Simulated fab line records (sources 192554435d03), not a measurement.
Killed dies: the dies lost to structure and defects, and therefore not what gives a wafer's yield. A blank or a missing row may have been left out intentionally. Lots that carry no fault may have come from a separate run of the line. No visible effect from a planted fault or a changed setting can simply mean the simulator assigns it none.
The tool behind it: which one? ; flow n5Finfet ; 27 wafers from 9 lots sampled at 5 of the route's 1938 steps

== WHAT EACH GAUGE READ, for each wafer ==
N5_WELL_APT_OVL_MEAS_26. Usual: PWELL_OVL gives 3 nm (standard deviation 4.8).
lot;measured;on;PWELL_OVL (nm);flag
L780;day 1 15:00;overlay-02;5 7 3;
L784;day 2 15:03;overlay-01;-2 4 0;
L785;day 2 21:07;overlay-02;4 7 5;
L786;day 3 03:52;overlay-02;9 2 3;
L788;day 3 15:17;overlay-02;2 8 5;
L789;day 3 21:04;overlay-01;6 4 7;
L791;day 4 08:50;overlay-02;5 3 4;
L792;day 4 14:46;overlay-01;1 -2 -1;
L796;day 5 16:31;overlay-02;4 1 4;

N5_BEOL_M4_RC_MEAS_101. Usual: DIBL_N 36.1 mV/V, standard deviation 1.6; DIBL_P 36.6 mV/V, standard deviation 1.9; IOFF_N 0.160 nA/um, standard deviation 0.026; IOFF_P 0.210 nA/um, standard deviation 0.028; ION_N 677 uA/um, standard deviation 10; ION_P 464 uA/um, standard deviation 6.9; SS_N 71.4 mV/dec, standard deviation 0.56; SS_P 73.3 mV/dec, standard deviation 0.61; VT_N 249.1 mV, standard deviation 2.6; VT_P -250 mV, standard deviation 3.3.
lot;measured;on;DIBL_N (mV/V);DIBL_P (mV/V);IOFF_N (nA/um);IOFF_P (nA/um);ION_N (uA/um);ION_P (uA/um);SS_N (mV/dec);SS_P (mV/dec);VT_N (mV);VT_P (mV);flag
L780;day 7 23:26;prober-01;36.5 38.0 36.2;35.3 38.2 35.1;0.142 0.173 0.145;0.179 0.216 0.173;670 682 679;466 468 460;71.4 71.7 71.7;73.5 74.4 73.0;250.7 249.5 250.8;-255 -250 -255;
L784;day 9 15:33;prober-02;35.6 34.9 33.4;36.2 35.3 33.9;0.157 0.144 0.128;0.204 0.190 0.175;668 678 662;458 466 460;71.2 70.7 71.4;73.5 73.0 72.2;250.6 251.0 250.9;-252 -250 -254;
L785;day 9 20:05;prober-02;36.4 36.0 35.3;37.0 36.6 35.7;0.143 0.149 0.133;0.221 0.216 0.206;673 683 667;474 469 469;71.0 70.9 70.8;73.9 72.8 72.8;252.4 248.6 250.6;-248 -252 -251;
L786;day 9 23:47;prober-01;38.0 37.6 38.1;38.7 38.7 38.3;0.172 0.176 0.159;0.209 0.210 0.192;681 683 679;461 456 459;71.2 71.5 71.7;73.9 74.3 73.7;251.7 246.0 251.9;-252 -253 -253;
L788;day 11 08:06;prober-01;33.8 36.5 33.9;35.6 38.3 35.4;0.144 0.198 0.141;0.198 0.240 0.193;680 682 673;462 465 463;70.4 71.9 71.2;72.0 73.4 72.9;250.6 247.1 251.9;-247 -248 -249;
L789;day 10 19:41;prober-01;37.0 37.7 36.6;36.2 36.5 34.9;0.134 0.139 0.134;0.190 0.178 0.172;681 664 663;463 456 460;71.4 71.0 70.8;73.1 72.9 73.1;250.9 251.3 252.4;-253 -252 -254;
L791;day 11 05:11;prober-01;34.5 32.2 34.1;34.8 32.1 34.1;0.138 0.107 0.135;0.187 0.150 0.178;673 652 665;457 452 456;71.6 71.3 71.8;72.6 71.9 72.5;252.1 256.7 251.7;-252 -256 -252;
L792;day 11 18:49;prober-02;37.9 38.8 35.5;37.7 39.6 34.0;0.183 0.205 0.139;0.200 0.236 0.154;669 692 666;446 464 448;72.2 71.5 70.5;74.2 74.3 72.4;247.5 244.7 249.5;-254 -250 -258;
L796;day 12 14:04;prober-02;35.7 37.8 38.2;37.0 38.9 39.6;0.149 0.185 0.199;0.207 0.232 0.245;682 696 685;465 469 464;71.2 72.4 72.2;73.2 73.8 73.9;250.4 248.4 245.7;-249 -251 -247;

== WHICH TOOL RAN EACH LOT (tool, then ch and the chambers of the sampled wafers, then the start) ==
lot;N5_ZERO_LAYER_STRIP_24;N5_WELL_APT_COAT_02;N5_WELL_APT_DESCUM_13
L780;plasmaAsher-01 ch 0,1, day 1 13:04;lithoTrack-04 ch 0, day 1 13:26;rieDiel-02 ch 1,2,3, day 1 13:55
L784;plasmaAsher-01 ch 0,1, day 2 13:08;lithoTrack-03 ch 0, day 2 13:31;rieDiel-06 ch 0,3, day 2 13:59
L785;plasmaAsher-02 ch 0,1, day 2 19:03;lithoTrack-03 ch 0, day 2 19:27;rieDiel-06 ch 0,2, day 2 19:56
L786;plasmaAsher-01 ch 0,1, day 3 00:53;lithoTrack-04 ch 0, day 3 01:17;rieDiel-06 ch 1,2,3, day 3 02:41
L788;plasmaAsher-01 ch 0,1, day 3 13:01;lithoTrack-04 ch 0, day 3 13:37;rieDiel-01 ch 0,2, day 3 14:06
L789;plasmaAsher-02 ch 0,1, day 3 19:01;lithoTrack-01 ch 0, day 3 19:25;rieDiel-01 ch 0,2, day 3 20:01
L791;plasmaAsher-02 ch 0,1, day 4 07:01;lithoTrack-04 ch 0, day 4 07:25;rieDiel-06 ch 1,2,3, day 4 07:46
L792;plasmaAsher-01 ch 0,1, day 4 12:57;lithoTrack-03 ch 0, day 4 13:20;rieDiel-06 ch 0,1,3, day 4 13:41
L796;plasmaAsher-01 ch 0,1, day 5 14:13;lithoTrack-03 ch 0, day 5 14:52;rieDiel-02 ch 0,2,3, day 5 15:20
- N5_ZERO_LAYER_STRIP_24: strips in O2.
- N5_WELL_APT_COAT_02: resist thk 950 nm.
- N5_WELL_APT_DESCUM_13: chemistry O2, time 7.9 s.

== AS READ BY THE TOOLS THEMSELVES (means over the sampled wafers that have a number; for cases with no such wafer, the mark the record gives instead) ==
N5_ZERO_LAYER_STRIP_24. Usual: chamberPressureMTorr 999.9 mTorr, standard deviation 0.91; drypumpMotorCurrentA 5.5 A, standard deviation 0.43; heaterPowerW 319 W, standard deviation 37; oesProductAu 0.648 a.u., standard deviation 0.0047; stripTimeToEndpointS 43.84 s, standard deviation 0.081.
lot;tool;chamberPressureMTorr (mTorr);drypumpMotorCurrentA (A);heaterPowerW (W);oesProductAu (a.u.);stripTimeToEndpointS (s);flag
L780;plasmaAsher-01;999.0;5.7;348;0.647;43.78;
L784;plasmaAsher-01;1000.4;5.9;336;0.649;43.79;
L785;plasmaAsher-02;999.9;5.2;298;0.648;43.92;
L786;plasmaAsher-01;1000.2;5.7;352;0.645;43.68;
L788;plasmaAsher-01;1000.1;5.7;349;0.648;43.77;
L789;plasmaAsher-02;999.9;5.1;287;0.653;43.96;
L791;plasmaAsher-02;1000.3;5.2;285;0.644;43.92;
L792;plasmaAsher-01;999.2;5.6;354;0.652;43.84;
L796;plasmaAsher-01;1000.2;5.9;333;0.646;43.91;

N5_WELL_APT_COAT_02. Usual: dispensePressureKPa 45.6 kPa, standard deviation 2.7; spinSpeedRpm 1356.9 rpm, standard deviation 0.87.
lot;tool;dispensePressureKPa (kPa);spinSpeedRpm (rpm);flag
L780;lithoTrack-04;47.6;1357.0;
L784;lithoTrack-03;43.0;1356.2;
L785;lithoTrack-03;43.0;1357.3;
L786;lithoTrack-04;47.6;1356.8;
L788;lithoTrack-04;47.6;1402.9;OFF
L789;lithoTrack-01;49.0;1356.8;
L791;lithoTrack-04;47.6;1402.2;OFF
L792;lithoTrack-03;43.0;1357.0;
L796;lithoTrack-03;43.0;1357.3;

N5_WELL_APT_DESCUM_13. Usual: chamberPressureMTorr 19.998 mTorr, standard deviation 0.017; drypumpMotorCurrentA 5.5 A, standard deviation 0.33; oesProductAu 0.77 a.u., standard deviation 0.065; rfVppV 244.1 V, standard deviation 1.2; showerheadPlenumPTorr 2.15 Torr, standard deviation 0.065; throttleValvePct 20.48 %, standard deviation 0.18.
lot;tool;chamberPressureMTorr (mTorr);drypumpMotorCurrentA (A);oesProductAu (a.u.);rfVppV (V);showerheadPlenumPTorr (Torr);throttleValvePct (%);flag
L780;rieDiel-02;20.007;5.7;0.76;244.2;2.17;20.56;
L784;rieDiel-06;19.999;5.3;0.79;243.3;2.15;20.57;
L785;rieDiel-06;19.999;5.1;0.81;245.9;2.20;20.37;
L786;rieDiel-06;19.991;5.4;0.75;243.7;2.15;20.39;
L788;rieDiel-01;19.992;5.3;0.73;244.3;2.13;20.22;
L789;rieDiel-01;20.002;5.1;0.74;243.4;2.11;20.28;
L791;rieDiel-06;19.984;5.4;0.74;243.4;2.14;20.41;
L792;rieDiel-06;20.001;5.5;0.75;245.1;2.15;20.55;
L796;rieDiel-02;19.997;5.5;0.82;243.9;2.18;20.50;

== THE ANSWER, worked out from the rows above alone ==
Rule: take the mean of a lot's wafers that have a number; if it is more than 3 standard deviations from the usual mean, the lot is off. Also off: a lot with no number at a reading for which 4 or more lots have one. Where the step has rows for the other lots, those lots are counted as sound. The gauges are gone through in route order, then the tools' own readings, and for those a lot's mean is taken as printed above. At the first step where some lot is off, the reading lying furthest off is the one used; lots without a number count as furthest.
Off: L788, L791, at N5_WELL_APT_COAT_02 (spinSpeedRpm).
If a tool, at that step or one of the process steps before it, ran each lot that is off and ran no sound lot following the first of them, it fits. One candidate fits, namely lithoTrack-04 at N5_WELL_APT_COAT_02. A fault onset in the window from L786 (day 3 01:17, its last sound lot) to L788 (day 3 13:37, its first lot off) fits.
The tool's own readings at N5_WELL_APT_COAT_02 bear it out: on the lots that are off they differ by more than 5 times the standard deviation of the sound lots' means. spinSpeedRpm reads 1402.6 rpm there against 1356.9 rpm on the sound lots.

== WHAT HAD BEEN PUT IN BY THE SIMULATOR ==
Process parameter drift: lithoTrack-04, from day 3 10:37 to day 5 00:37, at N5_WELL_APT_COAT_02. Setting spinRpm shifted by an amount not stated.
Lots struck among those shown: L788, L791. The same result came from the rule above.
